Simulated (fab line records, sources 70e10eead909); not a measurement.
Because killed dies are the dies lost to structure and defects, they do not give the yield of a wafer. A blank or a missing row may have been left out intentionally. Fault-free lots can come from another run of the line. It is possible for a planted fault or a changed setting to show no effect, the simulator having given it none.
Code-filled problem report in 8D (eight disciplines) form + flow nand harc + the parts of the form that need people (team, actions taken, sign-off) are left out

## 1. WHAT IS WRONG
At NHARC_END_SORT_01, killed at array averages 672 over 4 wafers from 2 lots, while fault-free wafers read 62, standard deviation 22. Relative to the usual mean, that is a shift of +28 standard deviations.
First observed at day 27 05:19: wafer L391.2, on prober-02. At this step, 6 wafers from 2 lots have a number in the record. Rule for "out", or "out of limits": more than 4 standard deviations from the usual mean. Any other wafer with a number is counted as sound.

## 2. WHAT IT IS, WHAT IT ISN'T
| question                    | is                             | is not                                                           |
|-----------------------------|--------------------------------|------------------------------------------------------------------|
| which readings at this step | killed at array, killed dies   | killed at other, killed at periphery, killed open, killed short  |
| which lots                  | L391, L393                     | -                                                                |
| which wafers of those lots  | L391.2, L391.5, L393.2, L393.6 | L391.1, L393.1                                                   |
| read on which gauges        | prober-02                      | -                                                                |
| when                        | from day 27 05:19              | up to then (1 sound wafer); but 1 sound wafer of L393 came after |

## 3. THE SUSPECTS, EACH WITH WHAT RULES IT OUT
Counting: any tool at a process step up to the reading remains a suspect provided it ran every lot that is out. Sound lots after the first of them don't rule it out here, since some wafers of a struck lot are sound.
- ruled out: the gauge at NHARC_END_SORT_01. All the wafers that are out were read on prober-02, but those of them that NHARC_A_WL_FILL_ETCHBACK_04 has rows for are out there too, on other tools.
- rie metal-03 at NHARC_A_WL_FILL_ETCHBACK_04 (etches the open film in NF3, target depth 60 nm, time 120 s): kept. It ran every lot that is out, first L391 (day 23 02:35). Its own run length s readings are out on those wafers.
- Within rie metal-03 at NHARC_A_WL_FILL_ETCHBACK_04, the wafers that are out were processed in chamber 0 and their sound lot-mates in chamber 1.
Left after counting: rie metal-03 at NHARC_A_WL_FILL_ETCHBACK_04.

## 4. THE CAUSE (what the simulator had put in)
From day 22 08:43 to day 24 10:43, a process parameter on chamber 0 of rie metal-03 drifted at NHARC_A_WL_FILL_ETCHBACK_04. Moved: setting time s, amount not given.
Counting left only this tool.

## 5. THE CHAIN OF EFFECTS, in route order
Each row: a reading where the mean over the struck wafers with a number is more than 3 standard deviations away from the usual. Only readings whose record carries a usual standard deviation are examined. hours: median over the lots of the time between each lot's start at the first step of this table that gives one and its start at this step. sigmas: the change, counted in usual standard deviations.
| hours | step                        | reading         | usual   | on struck wafers | change | sigmas      |
|-------|-----------------------------|-----------------|---------|------------------|--------|-------------|
| 0     | NHARC_A_WL_FILL_ETCHBACK_04 | run length s    | 141.5 s | 94.7             | -46.8  | -99 or more |
| 96    | NHARC_END_SORT_01           | killed at array | 62      | 672              | +610   | +28         |
| 96    | NHARC_END_SORT_01           | killed dies     | 67      | 677              | +610   | +27         |
Process steps it contains:
- NHARC_A_WL_FILL_ETCHBACK_04: etches the open film in NF3, target depth 60 nm, time 120 s.

## 6. HOW IT WOULD HAVE BEEN CAUGHT EARLIER
117 hours passed between the start of the fault at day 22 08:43 and the first reading out of limits at a measuring or inspecting step in this record, taken at day 27 05:19.
Tool's own readings at NHARC_A_WL_FILL_ETCHBACK_04, run length s: out on all struck wafers the step has rows for; an alarm limit on them would have tripped on the first.
Each of the lots that are out, 2 in all, had begun NHARC_A_WL_FILL_ETCHBACK_04 on rie metal-03 no later than day 27 05:19. Had the tool been put on hold then, not one of them would have been saved.
